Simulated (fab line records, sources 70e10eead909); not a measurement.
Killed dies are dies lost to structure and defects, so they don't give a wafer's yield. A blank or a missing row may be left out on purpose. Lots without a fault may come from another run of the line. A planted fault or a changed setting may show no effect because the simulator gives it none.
A struck lot beside a sound one | flow nand_harc | 15 steps out of a route of 1159
Sound: wafers L305.1, L305.3, L305.6. Struck: wafer L308.3. (L308.1, L308.4 of the same lot were not struck and are left out.) The cause comes at the end.
At each step with rows: each side's tool, then ch and its chambers, then its first start. Under that, the readings that differ: sound wafers | struck wafers | difference of the means | sigmas: that difference in standard deviations of wafers without a fault.
alike: readings whose means differ by less than 2 such deviations, and words and numbers that are the same on both sides. not compared: withheld readings, readings that some wafer has no value for, bounds like >300 that may hide the same value, and numbers for which the record gives no deviation and whose values overlap.
The two part at a step that has a row with sigmas, a row that says differs or no value, or rows on one side only. Numbers that don't overlap but have no deviation are shown without sigmas and don't part them. A reading that every wafer of one side lacks parts them only if that side has two wafers or more.

first, 1 step without rows for these wafers: NHARC_A_CONTACT_ETCH_134 (etches the open film in C4F8/O2/Ar, time 140 s, target depth 700 nm).
NHARC_A_CONTACT_ETCH_135: etches the open film in C4F8/O2/Ar, time 132 s, target depth 1287 nm.
  sound on har_cap_etch-02 ch 0,1, day 19 22:30; struck on har_cap_etch-01 ch 1, day 20 19:44
  not compared: rf_hours_counter_h, run_length_s
then, 2 steps without rows for these wafers: NHARC_A_CONTACT_ETCH_136 (etches the open film in C4F8/O2/Ar, time 132 s, target depth 1287 nm); NHARC_A_CONTACT_ETCH_137 (etches the open film in C4F8/O2/Ar, time 132 s, target depth 1287 nm).
NHARC_A_CONTACT_ETCH_138: etches the open film in C4F8/O2/Ar, time 132 s, target depth 1289 nm.
  sound on har_cap_etch-02 ch 0,1, day 19 22:52; struck on har_cap_etch-01 ch 1, day 20 20:07
  not compared: rf_hours_counter_h, run_length_s
NHARC_A_CONTACT_ETCH_139: etches the open film in C4F8/O2/Ar, time 137 s, target depth 590 nm.
  sound on har_cap_etch-02 ch 0,1, day 19 22:59; struck on har_cap_etch-01 ch 1, day 20 20:14
  alike: run_length_s
  not compared: rf_hours_counter_h
NHARC_A_CONTACT_ETCH_92: etches the open film in CH3F/O2, target depth 40 nm, time 85.7 s.
  sound on rie_diel-04 ch 1,2, day 19 23:24; struck on rie_diel-04 ch 3, day 20 20:38
  reading      | sound             | struck | difference | sigmas
  rf_vpp_V (V) | 247.2 246.1 246.8 | 242.6  | -4.1       | -2
  alike: drypump_motor_current_A, oes_product_au, run_length_s, showerhead_plenum_p_Torr, throttle_valve_pct
  not compared: rf_hours_counter_h
then, 1 step without rows for these wafers: NHARC_A_CONTACT_ETCH_98 (etches the open film in C4F6/O2, target depth 20 nm, time 10 s).
NHARC_A_CONTACT_CD_MEAS_15:
  sound on cd_sem-01, day 19 23:37; struck on cd_sem-01, day 20 20:56
  alike: cd_nm
then, 3 steps without rows for these wafers: NHARC_A_CONTACT_STRIP_107 (strips in N2/H2); NHARC_A_CONTACT_STRIP_108 (strips in CF4/CHF3); NHARC_A_CONTACT_STRIP_109 (strips in O2/COS).
NHARC_A_CONTACT_ETCH_110: etches the open film in CF4/O2, target depth 50 nm, overetch 5 nm, time 27.5 s.
  sound on rie_diel-01 ch 0,1, day 19 23:59; struck on rie_diel-13 ch 0, day 20 21:14
  reading          | sound          | struck | difference | sigmas
  run_length_s (s) | 48.0 48.2 48.0 | 46.6   | -1.5       | -4
  alike: drypump_motor_current_A, oes_f_703_au, oes_product_au, rf_vpp_V, showerhead_plenum_p_Torr, throttle_valve_pct
  not compared: rf_hours_counter_h
NHARC_A_CONTACT_STRIP_26: strips in O2.
  sound on rie_diel-01 ch 0,2; struck on rie_diel-13 ch 3
  reading                | sound                | struck | difference | sigmas
  throttle_valve_pct (%) | 17.034 17.019 17.036 | 17.049 | +0.019     | +2
  alike: drypump_motor_current_A, oes_product_au, rf_vpp_V, showerhead_plenum_p_Torr
  not compared: rf_hours_counter_h
-- the record jumps here: 3 days lie between the struck wafers' starts before and after (it left off in module A_CONTACT and takes up again in module END, whose first step shown is number 1159 of the route) --
NHARC_END_SORT_01:
  the record has rows for the struck wafers here (prober-02 ch 0, day 23 17:31) and none for the sound ones

WHERE THEY PART
First at NHARC_A_CONTACT_ETCH_92; last, within this record, at NHARC_END_SORT_01.

WHY: what the simulator had put in
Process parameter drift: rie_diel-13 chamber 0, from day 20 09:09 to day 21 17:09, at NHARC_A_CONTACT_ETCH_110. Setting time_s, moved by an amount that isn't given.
